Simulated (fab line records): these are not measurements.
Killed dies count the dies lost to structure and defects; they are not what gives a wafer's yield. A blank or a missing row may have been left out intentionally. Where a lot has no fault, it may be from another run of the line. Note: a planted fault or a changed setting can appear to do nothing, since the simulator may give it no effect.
Chamber matching + flow nand-harc + rie-diel-07 running NHARC_P_GATE_DESCUM_93: 4 sister chambers
The step chemistry O2, time 3 s. 4 wafers are shown with their chamber, then 7 later ones without.

## WAFERS WITH THEIR CHAMBER
| wafer  | chamber | drypump-motor-current-A (A) |
|--------|---------|-----------------------------|
| L442.2 | 0       | 5.95                        |
| L445.5 | 2       | 5.93                        |
| L447.1 | 3       | 5.71                        |
| L447.2 | 1       | 5.62                        |

## WAFERS WHOSE CHAMBER IS MISSING
| wafer  | drypump-motor-current-A (A) |
|--------|-----------------------------|
| L447.6 | 5.97                        |
| L446.3 | 5.92                        |
| L446.4 | 5.67                        |
| L446.6 | 5.71                        |
| L450.2 | 5.65                        |
| L450.4 | 5.94                        |
| L450.6 | 5.70                        |

## EACH ONE'S CHAMBER
| wafer  | from the rows above     | in truth |
|--------|-------------------------|----------|
| L447.6 | can't be placed: 0 or 2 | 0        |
| L446.3 | can't be placed: 2 or 0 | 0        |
| L446.4 | can't be placed: 3 or 1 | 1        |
| L446.6 | 3                       | 3        |
| L450.2 | can't be placed: 1 or 3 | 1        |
| L450.4 | can't be placed: 0 or 2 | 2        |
| L450.6 | 3                       | 3        |
Correct placement for 2 of the 7. Can't be placed from these rows: 5 (the true chamber is among the candidates in 5). Wrongly placed: 0.
How it was worked out, from the rows above alone: a wafer's distance from a chamber is the root of the sum, over the readings, of the square of ((its reading less the chamber's mean) divided by the reading's scatter). The wafer belongs to the nearest chamber; if the next one is less than 2 further off, it can't be placed. For every chamber, the mean is computed from those of its wafers that are shown. The scatter: root of mean squared gap, hidden wafer to nearest shown wafer, with one shown wafer a chamber.
